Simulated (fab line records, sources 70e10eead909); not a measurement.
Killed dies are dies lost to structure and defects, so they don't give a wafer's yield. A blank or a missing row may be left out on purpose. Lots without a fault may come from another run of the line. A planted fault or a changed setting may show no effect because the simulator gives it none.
Chamber matching | flow nand_harc | NHARC_A_STAIRCASE_ETCH_313 on rie_diel-02: 4 sister chambers
The step etches the open film in CF4/CHF3. 20 wafers are shown with their chamber, then 10 later ones without.

WAFERS WITH THEIR CHAMBER
wafer  | chamber | drypump_motor_current_A (A) | showerhead_plenum_p_Torr (Torr) | rf_vpp_V (V)
L077.2 | 2       | 5.8                         | 1.50                            | 369.0
L077.4 | 0       | 5.3                         | 1.60                            | 371.9
L077.6 | 0       | 5.3                         | 1.60                            | 370.4
L079.2 | 3       | 6.3                         | 1.66                            | 375.1
L079.5 | 3       | 6.3                         | 1.66                            | 372.3
L079.6 | 2       | 5.8                         | 1.50                            | 367.0
L082.1 | 1       | 5.4                         | 1.48                            | 367.9
L082.5 | 1       | 5.4                         | 1.48                            | 368.0
L082.6 | 0       | 5.2                         | 1.60                            | 370.8
L083.1 | 2       | 5.8                         | 1.50                            | 367.5
L083.2 | 1       | 5.4                         | 1.48                            | 368.0
L083.3 | 0       | 5.3                         | 1.59                            | 372.7
L086.1 | 0       | 5.2                         | 1.59                            | 370.6
L086.2 | 2       | 5.8                         | 1.50                            | 367.0
L086.3 | 3       | 6.3                         | 1.65                            | 371.8
L088.3 | 1       | 5.4                         | 1.47                            | 368.6
L088.5 | 2       | 5.8                         | 1.50                            | 368.4
L088.6 | 3       | 6.3                         | 1.65                            | 373.7
L087.1 | 1       | 5.4                         | 1.47                            | 368.1
L087.4 | 2       | 5.8                         | 1.49                            | 368.3

SIGNATURES (means of the wafers above)
reading                  | chamber 0 | chamber 1 | chamber 2 | chamber 3 | scatter within a chamber
drypump_motor_current_A  | 5.260     | 5.400     | 5.800     | 6.300     | 0.0274
showerhead_plenum_p_Torr | 1.5960    | 1.4760    | 1.4983    | 1.6550    | 0.00514
rf_vpp_V                 | 371.280   | 368.120   | 367.867   | 373.225   | 0.942
Rule: a wafer's distance from a chamber is the root of the sum, over the readings, of the square of ((its reading less the chamber's mean) divided by the reading's scatter). The wafer belongs to the nearest chamber; if the next one is less than 2 further off, it can't be placed. The scatter: the root of (the sum of the squares of (reading less its chamber's mean) over the shown wafers, divided by (wafers less chambers)).

WAFERS WITHOUT THEIR CHAMBER
wafer  | drypump_motor_current_A (A) | showerhead_plenum_p_Torr (Torr) | rf_vpp_V (V)
L087.6 | 5.2                         | 1.59                            | 371.6
L093.1 | 6.3                         | 1.65                            | 373.1
L093.2 | 5.2                         | 1.59                            | 372.2
L093.6 | 5.4                         | 1.47                            | 364.9
L095.1 | 5.2                         | 1.59                            | 371.4
L095.2 | 5.4                         | 1.47                            | 365.7
L095.4 | 5.8                         | 1.49                            | 366.8
L096.2 | 5.2                         | 1.59                            | 371.3
L096.3 | 6.3                         | 1.65                            | 373.6
L096.4 | 5.4                         | 1.47                            | 367.5

WHICH CHAMBER EACH WENT THROUGH
wafer  | from the rows above | in truth
L087.6 | 0                   | 0
L093.1 | 3                   | 3
L093.2 | 0                   | 0
L093.6 | 1                   | 1
L095.1 | 0                   | 0
L095.2 | 1                   | 1
L095.4 | 2                   | 2
L096.2 | 0                   | 0
L096.3 | 3                   | 3
L096.4 | 1                   | 1
Placed correctly: 10 of 10. Can't be placed from these rows: 0. Placed wrongly: 0.
